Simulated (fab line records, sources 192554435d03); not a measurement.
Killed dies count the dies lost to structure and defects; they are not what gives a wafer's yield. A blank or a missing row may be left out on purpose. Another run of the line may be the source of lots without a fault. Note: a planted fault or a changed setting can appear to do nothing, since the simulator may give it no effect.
Split-lot experiment ; flow n5-finfet ; on a route of 1938 steps: 7 lots, 21 wafers read

SPLIT DETAILS
At N5_BEOL_M15_COAT_58 (time 60 s, resist thk 89 nm), the setting spin-rpm was moved away from the recipe's 1500 rpm on 8 of the 21 wafers read, by -9.5% to +9.1%. The other wafers ran this setting at the recipe's value.

The reading comes from the split's own step.

THE READING
BARC_of_BEOL_M15_COAT_58.thk-nm (the simulator's own value, which no gauge read), in nm, at N5_BEOL_M15_COAT_58 (time 60 s, resist thk 89 nm). There is no usual value for it anywhere in the file. Across the 13 wafers here that went through the recipe, the average is 88.8 nm and the standard deviation 0.25 nm.

wafer;tool, chamber at the split;spin-rpm as run, rpm;against the recipe;BARC_of_BEOL_M15_COAT_58.thk-nm, nm;against lot-mates on the recipe
L077.4;litho-track-02, 0;1500;recipe;88.8;-
L077.5;litho-track-02, 0;1500;recipe;88.8;-
L077.6;litho-track-02, 0;1500;recipe;89.2;-
L084.4;litho-track-04, 0;1500;recipe;88.8;-
L084.5;litho-track-04, 0;1500;recipe;88.8;-
L084.6;litho-track-04, 0;1500;recipe;88.8;-
L083.3;litho-track-04, 0;1500;recipe;89.2;-
L083.4;litho-track-04, 0;1376;-8.3%;92.8;+3.6
L083.6;litho-track-04, 0;1376;-8.3%;93;+3.8
L081.1;litho-track-02, 0;1500;recipe;88.8;-
L081.5;litho-track-02, 0;1500;recipe;89;-
L081.6;litho-track-02, 0;1500;recipe;89;-
L088.2;litho-track-03, 0;1626;+8.4%;85.2;no lot-mate on the recipe
L088.5;litho-track-03, 0;1626;+8.4%;85.4;no lot-mate on the recipe
L088.6;litho-track-03, 0;1626;+8.4%;85.8;no lot-mate on the recipe
L093.2;litho-track-03, 0;1500;recipe;88.6;-
L093.5;litho-track-03, 0;1500;recipe;88.6;-
L093.3;litho-track-03, 0;1357;-9.5%;93;+4.4
L097.2;litho-track-03, 0;1636;+9.1%;84.6;-3.6
L097.4;litho-track-03, 0;1636;+9.1%;84.6;-3.6
L097.5;litho-track-03, 0;1500;recipe;88.2;-

FIT RESULTS
A straight line over all 21 wafers: BARC_of_BEOL_M15_COAT_58.thk-nm changes by -0.447 nm for each +1% of spin-rpm; r = -0.99; the points scatter about the line by 0.31 nm.
The same after taking each lot's own level away (the mean of its wafers on the recipe; 18 wafers): -0.428 nm for each +1%; r = -1.00; scatter 0.16 nm.
According to that fit, moving spin-rpm by its largest amount changes the reading by 4.1 nm.
From 88.20 to 89.20 nm: that is the span of the lots' own levels, equal to 3.9 times the standard deviation above.
Consequently the slope shifts little with the lot-to-lot level, the two slopes agreeing.
Check: +4.06 nm against its lot-mates is what the line predicts for one of the wafers moved furthest among these (-9.5%) when that wafer is left out of the fit. It came out at +4.4 nm against them.

THE OTHER SPLITS THESE WAFERS WENT THROUGH
These wafers also went through other splits before the reading. Each is held against what the fit with the lots' levels taken away leaves over:
other split on the same wafers;wafers away from the commonest value;r with BARC_of_BEOL_M15_COAT_58.thk-nm (lot level and that fit taken away)
N5_BEOL_M11_DEP_56 time-s;9;+0.12
N5_BEOL_M12_PEB_08 peb-temp-c;8;+0.08
N5_BEOL_M13_TRENCH_ETCH_34 time-s;5;-0.05
N5_BEOL_M13_SPUTTER_44 power-w;7;+0.48
N5_BEOL_M14_ILD_DEP_00 time-s;5;+0.01

FILE'S OWN FIT
BARC_of_BEOL_M15_COAT_58.thk-nm changes by -0.436 nm for each +1% of spin-rpm, r = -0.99.
